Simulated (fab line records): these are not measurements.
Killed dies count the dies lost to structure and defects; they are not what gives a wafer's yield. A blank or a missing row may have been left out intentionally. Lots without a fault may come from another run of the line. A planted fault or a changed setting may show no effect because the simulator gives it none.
fab line records	flow n5Finfet
record lots=10	wafers=29	lastDay=17
route steps=1938 shown HKMG_FIN@440 BEOL_M4@1093 BEOL_M5@1115 PASSIVATION@1936
lots that met no fault: taken from a fault-free run of the same line
startH: start of the lot's first displayed wafer, in hours after the record's first day	waitH: hours from the lot's prior step to this one	" unchanged from the row above	L1.1+2: one row covering several wafers at once	- no value, or no start given	* or withheld: withheld	< > ~ a bound
route shown NAME@n: a module of which the file shows steps, and the number in the route of the first	usual: mean/standard deviation of fault-free wafers	same: alike in all rows	chamber/n: place in a boat	sites: per-site readings	_std_site: the standard deviation of these	_edge_site: inner sites' mean taken away from outer sites' mean	radiusMm: how far each site lies from the wafer's centre	mask NAME#n: copy n	behind: tool/chamber where the wafer was last shaped	hold: the reason the lot was held/the length of the hold in hours/how it ended	device: the transistor (n, p or np) that didn't switch	end of line: the tests these same wafers got at the end of their route	a step without rows: its recipe alone	killed: at the first sort, the dies lost to defects and structure; wafer yield is something else	map: a wafer's dies, marking killed ones x, the rest . and places with no die _
set.NAME: setting as actually run; set.NAME@STEP: the setting as run at that earlier step	model.NAME: the simulator's own value behind a step, which no gauge read
one table for each step of the route and one row for each wafer, over a sample of lots
services: from which hour (startH, from the record's first day; less than 0 if before it) a tool's chamber was out of use, for how many hours, and why
## steps
# step N5_HKMG_FIN_WET_ETCH_18
# recipe chemistry=SC1	target=TiN	mix=1:1:5	tempC=*	timeS=55	targetDepthNm=5.2	dry=ipaMarangoni	rinseTimeS=30	rinseTempC=23
# same rinseTimeS=30
lot.wafer	tool	chamber	startH	waitH
L633.4+5+6	wetBench-04	4,5,2	78.44	0.1
L634.2+4+6	wetBench-04	5,0,6	84.57	0.1
L635.2+3+5	wetBench-04	4,0,5	88.83	0.1
L636.1+2+5	wetBench-04	5,0,3	95.56	0.1
L637.2+6	wetBench-04	0,4	104.06	0.1
L646.3+4+5	wetBench-04	5,6,4	152.96	0.1
L647.2+4+5	wetBench-04	0,5,7	162.46	0.1
L648.2+3+5	wetBench-04	7,5,6	172.34	0.1
L651.1+2+3	wetBench-04	5,1,6	184.31	0.1
L653.1+5+6	wetBench-05	4,3,2	200.69	0.1
# step N5_BEOL_M4_ANNEAL_89
# recipe tempC=400	timeS=240	ambient=vacuum
# usual heaterPowerW=848/100
lot.wafer	tool	chamber	startH	waitH	heaterPowerW
L633.4	pvdSputter-01	-	177.99	0.0	851
L633.5	"	-	"	"	878
L633.6	"	-	"	"	792
L634.2	pvdSputter-02	-	182.86	0.0	931
L634.4	"	-	"	"	782
L634.6	"	-	"	"	710
L636.1	pvdSputter-01	-	184.94	0.0	919
L636.2	"	-	"	"	816
L636.5	"	-	"	"	808
L635.2	pvdSputter-02	-	185.06	0.0	781
L635.3	"	-	"	"	682
L635.5	"	-	"	"	1083
L637.2	pvdSputter-03	-	207.78	0.0	787
L637.6	"	-	"	"	745
L646.3	pvdSputter-03	-	244.47	0.0	730
L646.4	"	-	"	"	881
L646.5	"	-	"	"	876
L647.2	pvdSputter-02	-	254.67	0.0	919
L647.4	"	-	"	"	788
L647.5	"	-	"	"	788
L648.2	pvdSputter-02	-	262.01	0.0	803
L648.3	"	-	"	"	704
L648.5	"	-	"	"	900
L651.1	pvdSputter-01	-	282.04	0.0	794
L651.2	"	-	"	"	833
L651.3	"	-	"	"	888
L653.1	pvdSputter-02	-	302.07	0.0	785
L653.5	"	-	"	"	1073
L653.6	"	-	"	"	783
# step N5_BEOL_M4_ANNEAL_95
# recipe tempC=400	timeS=240	ambient=vacuum
# usual heaterPowerW=850/100
lot.wafer	tool	chamber	startH	waitH	heaterPowerW
L633.4	pvdSputter-01	-	178.65	0.0	851
L633.5	"	-	"	"	883
L633.6	"	-	"	"	795
L634.2	pvdSputter-02	-	183.52	0.0	904
L634.4	"	-	"	"	783
L634.6	"	-	"	"	698
L636.1	pvdSputter-01	-	185.60	0.0	934
L636.2	"	-	"	"	814
L636.5	"	-	"	"	817
L635.2	pvdSputter-02	-	185.72	0.0	772
L635.3	"	-	"	"	693
L635.5	"	-	"	"	1024
L637.2	pvdSputter-03	-	208.44	0.0	794
L637.6	"	-	"	"	731
L646.3	pvdSputter-03	-	245.13	0.0	728
L646.4	"	-	"	"	867
L646.5	"	-	"	"	876
L647.2	pvdSputter-02	-	255.33	0.0	915
L647.4	"	-	"	"	770
L647.5	"	-	"	"	765
L648.2	pvdSputter-02	-	262.67	0.0	777
L648.3	"	-	"	"	694
L648.5	"	-	"	"	923
L651.1	pvdSputter-01	-	282.70	0.0	797
L651.2	"	-	"	"	834
L651.3	"	-	"	"	880
L653.1	pvdSputter-02	-	302.73	0.0	777
L653.5	"	-	"	"	1069
L653.6	"	-	"	"	796
# step N5_BEOL_M4_RC_MEAS_101
# usual DIBL_N=36.0/1.9	DIBL_P=36.0/2.1	IOFF_N=0.155/0.029	IOFF_N_85C=3.0/0.46	IOFF_N_LIN=0.072/0.011	IOFF_N_LONG=5.52e-05/2.9e-06	IOFF_P=0.20/0.032	ION_N=672/11	ION_P=461/6.9	SS_N=71.5/0.58	SS_P=73.2/0.64	VT_N=250.4/2.9	VT_N_LONG=275.2/1.9	VT_N_LVT=98/3.1	VT_P=-251.0/2.8
lot.wafer	tool	chamber	startH	waitH	DIBL_N[mV/V]	DIBL_P[mV/V]	IOFF_N[nA/um]	IOFF_N_85C[nA/um]	IOFF_N_LIN[nA/um]	IOFF_N_LONG[nA/um]	IOFF_P[nA/um]	ION_N[uA/um]	ION_P[uA/um]	SS_N[mV/dec]	SS_P[mV/dec]	VT_N[mV]	VT_N_LONG[mV]	VT_N_LVT[mV]	VT_P[mV]
L633.4	prober-02	0	180.36	0.5	34.5	33.8	0.124	2.6	0.060	5.34e-05	0.16	676	455	70.4	72.2	254.2	274.3	101	-256.0
L633.5	"	0	"	"	35.0	35.0	0.131	2.7	0.062	5.29e-05	0.17	659	446	71.1	72.5	253.3	274.8	101	-252.8
L633.6	"	0	"	"	35.1	34.7	0.136	2.8	0.064	5.37e-05	0.16	661	451	70.7	72.9	251.9	275.4	100	-257.8
L634.2	prober-02	0	185.41	0.2	36.5	35.3	0.129	2.6	0.062	5.13e-05	0.19	654	452	71.4	73.9	254.5	277.9	103	-251.4
L634.4	"	0	"	"	34.5	33.6	0.114	2.3	0.058	5.24e-05	0.18	672	470	71.0	72.9	254.6	277.4	104	-251.4
L634.6	"	0	"	"	34.4	33.3	0.112	2.3	0.057	5.29e-05	0.17	666	462	70.8	72.3	254.9	277.2	105	-253.8
L636.1	prober-02	0	187.11	0.0	38.1	39.4	0.192	3.6	0.087	5.81e-05	0.26	696	475	71.6	74.1	247.3	276.8	95	-244.9
L636.2	"	0	"	"	39.6	40.4	0.218	4.0	0.093	5.85e-05	0.27	682	466	72.0	73.4	244.8	273.0	94	-248.1
L636.5	"	0	"	"	39.5	39.7	0.213	3.9	0.094	5.87e-05	0.27	705	478	71.0	73.7	247.4	274.7	94	-247.3
L635.2	prober-01	0	187.22	0.2	34.9	34.6	0.145	2.9	0.070	6.12e-05	0.22	661	457	71.4	72.4	249.4	274.1	99	-248.6
L635.3	"	0	"	"	35.2	35.3	0.160	3.2	0.077	6.09e-05	0.22	670	462	71.6	73.1	245.6	274.0	96	-248.3
L635.5	"	0	"	"	36.4	35.9	0.168	3.3	0.079	6.09e-05	0.22	669	460	72.3	72.6	247.4	273.8	97	-250.0
L637.2	prober-01	0	210.12	0.2	34.8	34.1	0.124	2.5	0.060	5.47e-05	0.19	666	460	71.1	72.9	252.0	277.3	101	-249.1
L637.6	"	0	"	"	36.1	35.2	0.143	2.8	0.067	5.45e-05	0.20	660	460	71.8	73.1	251.5	277.6	101	-249.3
L646.3	prober-01	0	246.81	0.3	35.9	36.1	0.174	3.3	0.082	5.78e-05	0.21	683	463	71.9	73.4	245.5	275.4	96	-251.0
L646.4	"	0	"	"	34.2	34.0	0.141	2.8	0.068	5.72e-05	0.17	652	451	71.5	73.0	252.5	275.2	100	-252.2
L646.5	"	0	"	"	37.2	36.8	0.195	3.7	0.088	5.87e-05	0.22	689	462	72.0	74.3	247.2	274.8	96	-251.3
L647.2	prober-01	0	256.73	0.2	35.7	35.4	0.163	3.2	0.075	5.81e-05	0.23	669	469	70.7	73.5	247.3	273.2	97	-248.7
L647.4	"	0	"	"	33.4	32.3	0.118	2.5	0.058	5.82e-05	0.18	667	465	70.2	73.1	252.6	272.8	101	-250.8
L647.5	"	0	"	"	33.0	32.2	0.117	2.5	0.059	5.8e-05	0.18	662	467	70.9	72.9	249.7	271.2	101	-249.4
L648.2	prober-01	0	264.08	0.2	36.6	38.4	0.020	0.6	0.009	2.31e-05	0.22	549	465	71.1	73.3	308.9	335.7	156	-251.8
L648.3	"	0	"	"	35.1	36.3	0.017	0.5	0.008	2.34e-05	0.18	547	463	71.1	73.1	309.1	336.3	157	-254.8
L648.5	"	0	"	"	34.9	36.3	0.017	0.5	0.008	2.34e-05	0.19	540	463	71.4	72.7	308.3	336.0	160	-253.8
L651.1	prober-02	0	283.94	0.0	36.7	37.7	0.021	0.6	0.009	2.48e-05	0.23	549	470	71.7	73.8	308.9	334.7	157	-248.9
L651.2	"	0	"	"	37.2	38.2	0.022	0.6	0.010	2.41e-05	0.24	537	460	71.4	74.2	305.7	334.7	156	-247.8
L651.3	"	0	"	"	38.1	40.4	0.024	0.6	0.011	2.37e-05	0.28	553	475	72.0	74.6	306.1	334.9	153	-245.5
L653.1	prober-02	0	303.98	0.0	38.0	36.8	0.169	3.2	0.077	5.33e-05	0.22	676	469	72.0	73.9	249.1	276.5	99	-247.3
L653.5	"	0	"	"	36.2	35.3	0.148	2.9	0.069	5.37e-05	0.20	673	462	70.9	73.6	250.4	275.8	100	-249.4
L653.6	"	0	"	"	38.5	37.9	0.187	3.5	0.082	5.3e-05	0.23	679	460	71.9	74.0	246.4	273.8	97	-247.4
# step N5_BEOL_M5_PECVD_70
# recipe material=SiO2	targetThkA=160	tempC=400	precursor=TEOS/O2	pressureTorr=5.5	rfW=450	teosFlowSccm=53.8	gas=O2	flowSccm=3000	timeS=18
# usual heaterPowerOuterW=468/70	heaterPowerW=766/110	showerheadPlenumPTorr=8.82/0.056	throttleValvePct=21.7/1
lot.wafer	tool	chamber	startH	waitH	heaterPowerOuterW	heaterPowerW	showerheadPlenumPTorr	throttleValvePct
L633.4	pecvd-03	0	181.48	0.1	357	566	8.86	21.2
L633.5	"	1	"	"	357	589	8.79	22.8
L633.6	"	2	"	"	542	906	8.85	20.9
L634.2	pecvd-01	0	186.84	0.0	551	810	8.88	20.8
L634.4	"	2	"	"	595	858	8.67	22.6
L634.6	"	1	"	"	473	803	8.83	23.0
L635.2	pecvd-03	2	188.63	0.0	517	912	8.88	20.9
L635.3	"	1	"	"	429	659	8.81	23.0
L635.5	"	0	"	"	397	608	8.83	20.9
L636.1	pecvd-03	1	189.16	0.0	434	674	8.80	22.9
L636.2	"	2	"	"	556	924	8.88	21.0
L636.5	"	0	"	"	401	613	8.84	20.9
L637.2	pecvd-02	0	212.02	0.0	466	852	8.80	22.0
L637.6	"	0	"	"	477	861	8.78	22.1
L646.3	pecvd-01	0	248.07	0.0	549	797	8.90	21.3
L646.4	"	2	"	"	612	880	8.65	20.3
L646.5	"	1	"	"	538	862	8.82	23.2
L647.2	pecvd-01	0	258.14	0.0	483	747	8.90	20.9
L647.4	"	2	"	"	537	778	8.65	20.6
L647.5	"	1	"	"	446	801	8.81	23.0
L648.2	pecvd-01	2	265.50	0.0	547	776	8.67	20.4
L648.3	"	1	"	"	461	797	8.80	23.0
L648.5	"	2	"	"	540	774	8.67	20.5
L651.1	pecvd-02	2	285.80	0.0	523	835	8.79	20.6
L651.2	"	1	"	"	410	728	8.78	22.5
L651.3	"	0	"	"	443	816	8.80	21.9
L653.1	pecvd-03	1	305.56	0.0	370	594	8.80	22.9
L653.5	"	1	"	"	365	572	8.79	23.0
L653.6	"	0	"	"	349	556	8.83	20.8
# step N5_PASSIVATION_PROBE_49
# usual defectLimitedYield=91.0/1.5	killed_at_M0_to_M3=33/9.4	killed_at_M4_up=14/4.8	killedAtContacts=13/7.3	killedAtFrontEnd=43/13	killedAtOther=3.6/2.9	killedDies=106/18	killedOpen=69/13	killedShort=35/8.2	sort_bin_5_function=5.3/1	sort_bin_6_memory=3.3/0.68	sort_bin_8_speed=0.01/0.027	sortNPass=1074/18	sortYieldPct=91.0/1.5
# same grossDies=1180	killedAtBackSide=0	sort_bin_4_leakage[%]=0
lot.wafer	tool	chamber	startH	waitH	defectLimitedYield[%]	killed_at_M0_to_M3	killed_at_M4_up	killedAtContacts	killedAtFrontEnd	killedAtOther	killedDies	killedOpen	killedShort	sort_bin_5_function[%]	sort_bin_6_memory[%]	sort_bin_8_speed[%]	sortNPass	sortYieldPct[%]
L634.2	prober-01	-	280.47	0.1	88.5	26	25	30	48	7	136	102	33	7.5	3.8	0	1044	88.5
L634.4	prober-01	-	280.57	0.2	90.3	23	13	33	43	2	114	76	37	5.8	3.4	0	1066	90.3
L634.6	prober-01	-	280.67	0.3	88.9	48	23	21	38	1	131	89	42	6.1	4.7	0	1049	88.9
L646.4	prober-01	-	358.25	0.2	89.5	37	22	3	55	7	124	90	33	6.4	3.9	0	1056	89.5
L646.5	prober-01	-	358.30	0.2	90.5	26	17	19	50	0	112	80	26	4.7	3.9	0	1068	90.5
L647.2	prober-02	-	360.79	0.1	91.5	28	16	14	40	2	100	78	21	4.7	3.4	0	1080	91.5
L647.4	prober-02	-	360.89	0.2	90.4	45	10	15	41	2	113	66	47	5.8	3.6	0	1067	90.4
L647.5	prober-02	-	360.94	0.2	89.5	46	14	21	38	5	124	78	46	5.8	4.2	0	1056	89.5
L648.2	prober-01	-	360.96	0.1	92.4	36	12	4	36	2	90	55	31	4.0	3.2	92.37	0	0
L648.3	prober-01	-	361.01	0.1	90.5	48	21	9	33	1	112	74	34	5.1	3.9	90.51	0	0
L648.5	prober-01	-	361.11	0.2	91.8	40	10	12	24	11	97	70	23	4.7	3.1	91.78	0	0
L651.1	prober-01	-	390.18	0.0	90.6	30	17	26	36	2	111	69	42	5.3	3.6	90.59	0	0
L651.2	prober-01	-	390.23	0.1	92.6	18	8	20	41	0	87	55	32	4.4	2.5	92.63	0	0
L651.3	prober-01	-	390.28	0.1	93.4	20	18	15	22	3	78	56	22	4.0	2.3	93.39	0	0
# killed by level:class
L634.2 MOL_CONTACT_COAG:geometricParticle:open=27 BEOL_M4:geometricParticle:open=17 FIN_SAQP:geometricParticle:open=14 STI_FIN_REVEAL:geometricParticle:open=12 BEOL_M0_SAQP:geometricParticle:short=9 BEOL_M0_SAQP:geometricParticle:open=8 FIN_SAQP:geometricParticle:short=6 STI_FIN_REVEAL:geometricParticle:short=6
L634.4 MOL_CONTACT_COAG:geometricParticle:open=24 FIN_SAQP:geometricParticle:open=12 STI_FIN_REVEAL:geometricParticle:open=9 MOL_CONTACT_COAG:geometricParticle:short=9 BEOL_M3:geometricParticle:open=6 FIN_SAQP:geometricParticle:short=5 BEOL_M4:geometricParticle:open=5 BEOL_M2:geometricParticle:short=4
L634.6 MOL_CONTACT_COAG:geometricParticle:open=19 BEOL_M4:geometricParticle:open=13 BEOL_M0_SAQP:geometricParticle:open=10 BEOL_M0_SAQP:geometricParticle:short=10 BEOL_M1:geometricParticle:open=9 FIN_SAQP:geometricParticle:short=7 BEOL_M3:geometricParticle:open=6 FIN_SAQP:geometricParticle:open=4
L646.4 FIN_SAQP:geometricParticle:open=25 BEOL_M4:geometricParticle:open=12 STI_FIN_REVEAL:geometricParticle:open=9 BEOL_M0_SAQP:geometricParticle:open=7 BEOL_M1:geometricParticle:open=7 BEOL_M2:geometricParticle:open=7 BEOL_M3:geometricParticle:open=6 FIN_SAQP:geometricParticle:short=5
L646.5 FIN_SAQP:geometricParticle:open=16 MOL_CONTACT_COAG:geometricParticle:open=16 STI_FIN_REVEAL:geometricParticle:open=11 BEOL_M4:geometricParticle:open=10 BEOL_M1:geometricParticle:open=7 BEOL_M0_SAQP:geometricParticle:open=6 HKMG_FIN:areaEtch=6 BEOL_M0_SAQP:geometricParticle:short=5
L647.2 FIN_SAQP:geometricParticle:open=11 BEOL_M0_SAQP:geometricParticle:open=11 MOL_CONTACT_COAG:geometricParticle:open=11 STI_FIN_REVEAL:geometricParticle:open=8 FIN_SAQP:geometricParticle:short=7 BEOL_M2:geometricParticle:open=6 STARTING-WAFER:geometricParticle:open=4 BEOL_M0_SAQP:geometricParticle:short=4
L647.4 FIN_SAQP:geometricParticle:short=11 MOL_CONTACT_COAG:geometricParticle:open=11 BEOL_M0_SAQP:geometricParticle:short=11 BEOL_M2:geometricParticle:open=11 BEOL_M0_SAQP:geometricParticle:open=10 FIN_SAQP:geometricParticle:open=7 BEOL_M4:geometricParticle:open=7 ILD0:geometricParticle:open=4
L647.5 MOL_CONTACT_COAG:geometricParticle:open=19 BEOL_M0_SAQP:geometricParticle:short=17 BEOL_M0_SAQP:geometricParticle:open=12 FIN_SAQP:geometricParticle:short=11 FIN_SAQP:geometricParticle:open=8 BEOL_M2:geometricParticle:open=7 GATE_CUT:geometricParticle:open=5 GATE_CUT:geometricParticle:short=4
L648.2 STI_FIN_REVEAL:geometricParticle:open=12 BEOL_M3:geometricParticle:open=12 BEOL_M1:geometricParticle:open=7 BEOL_M0_SAQP:geometricParticle:short=6 GATE_CUT:geometricParticle:short=4 BEOL_M0_SAQP:geometricParticle:open=3 BEOL_M1:geometricParticle:short=3 BEOL_M2:geometricParticle:open=3
L648.3 BEOL_M0_SAQP:geometricParticle:open=13 BEOL_M1:geometricParticle:open=9 BEOL_M2:geometricParticle:open=8 FIN_SAQP:geometricParticle:short=6 GATE_CUT:geometricParticle:short=6 MOL_CONTACT_COAG:geometricParticle:open=6 BEOL_M0_SAQP:geometricParticle:short=6 BEOL_M3:geometricParticle:open=6
L648.5 BEOL_M3:geometricParticle:open=18 MOL_CONTACT_COAG:geometricParticle:open=11 STI_FIN_REVEAL:geometricParticle:open=7 BEOL_M1:geometricParticle:open=6 FIN_SAQP:geometricParticle:open=5 BEOL_M0_SAQP:geometricParticle:open=4 BEOL_M2:geometricParticle:open=4 BEOL_M3:geometricParticle:short=4
L651.1 MOL_CONTACT_COAG:geometricParticle:open=19 STI_FIN_REVEAL:geometricParticle:open=17 BEOL_M0_SAQP:geometricParticle:open=10 BEOL_M0_SAQP:geometricParticle:short=10 FIN_SAQP:geometricParticle:short=8 MOL_CONTACT_COAG:geometricParticle:short=7 BEOL_M2:geometricParticle:open=5 GATE_CUT:geometricParticle:short=4
L651.2 MOL_CONTACT_COAG:geometricParticle:open=16 STI_FIN_REVEAL:geometricParticle:open=11 FIN_SAQP:geometricParticle:short=10 FIN_SAQP:geometricParticle:open=8 BEOL_M0_SAQP:geometricParticle:short=7 MOL_CONTACT_COAG:geometricParticle:short=4 BEOL_M2:geometricParticle:open=4 STI_FIN_REVEAL:geometricParticle:short=3
L651.3 MOL_CONTACT_COAG:geometricParticle:open=14 STI_FIN_REVEAL:geometricParticle:open=7 FIN_SAQP:geometricParticle:short=4 BEOL_M0_SAQP:geometricParticle:open=4 BEOL_M4:geometricParticle:open=4 STARTING-WAFER:geometricParticle:open=4 GATE_CUT:geometricParticle:short=3 DUMMY_GATE:geometricParticle:open=3
## services
tool	chamber	startH	hours	kind
pecvd-01	-	60.67	1.1	repair
pvdSputter-02	-	85.31	2.8	repair
pecvd-02	-	104.29	2.8	pm
pecvd-03	-	136.71	1.1	repair
pvdSputter-03	-	137.72	2.9	repair
pecvd-02	2	145.61	5.1	repair
pecvd-03	-	145.76	1.0	repair
pvdSputter-03	-	164.10	7.1	repair
pecvd-02	0	167.87	5.5	scheduledDown
pecvd-01	2	190.23	2.3	repair
pecvd-01	2	192.53	5.5	scheduledDown
pecvd-01	2	202.38	-	clean
pecvd-01	2	202.38	-	consumableReplace:showerhead
pecvd-01	2	202.38	29.0	scheduledDown
pecvd-01	2	202.38	29.0	ventCycle
pecvd-02	-	214.93	1.0	repair
pecvd-03	2	248.24	-	calibration
pecvd-01	-	255.43	0.8	repair
pecvd-03	0	272.97	3.5	repair
pvdSputter-02	-	288.76	8.9	repair
## key
firstSign step=N5_BEOL_M4_RC_MEAS_101	reading=VT_N_LONG	direction=up	sigmas=31	usual=275.2	struck=335.4
effect step=N5_BEOL_M4_RC_MEAS_101	reading=VT_N	direction=up	sigmas=20	usual=250.4	struck=307.9
effect step=N5_BEOL_M4_RC_MEAS_101	reading=VT_N_LVT	direction=up	sigmas=19	usual=98	struck=156
effect step=N5_BEOL_M4_RC_MEAS_101	reading=ION_N	direction=down	sigmas=11	usual=672	struck=546
effect step=N5_BEOL_M4_RC_MEAS_101	reading=IOFF_N_LONG	direction=down	sigmas=11	usual=5.52e-05	struck=2.38e-05
effect step=N5_BEOL_M4_RC_MEAS_101	reading=IOFF_N_LIN	direction=down	sigmas=5.9	usual=0.072	struck=0.009
effect step=N5_BEOL_M4_RC_MEAS_101	reading=IOFF_N_85C	direction=down	sigmas=5.4	usual=3.0	struck=0.6
effect step=N5_BEOL_M4_RC_MEAS_101	reading=IOFF_N	direction=down	sigmas=4.7	usual=0.155	struck=0.020
effect step=N5_PASSIVATION_PROBE_49	reading=sort_bin_8_speed	direction=up	sigmas=99+	usual=0.01	struck=91.88
metAt N5_HKMG_FIN_WET_ETCH_18
struckLots L648,L651
notActingAt N5_BEOL_M4_ANNEAL_89,N5_BEOL_M4_ANNEAL_95,N5_BEOL_M5_PECVD_70
onsetBetween 162.46 172.34
fault kind=processParameterDrift	tool=wetBench-04	chamber=-	onsetH=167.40	steps=N5_HKMG_FIN_WET_ETCH_18	channel=timeS	offset=*	shape=step	endH=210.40	actsIn=*	stated=*
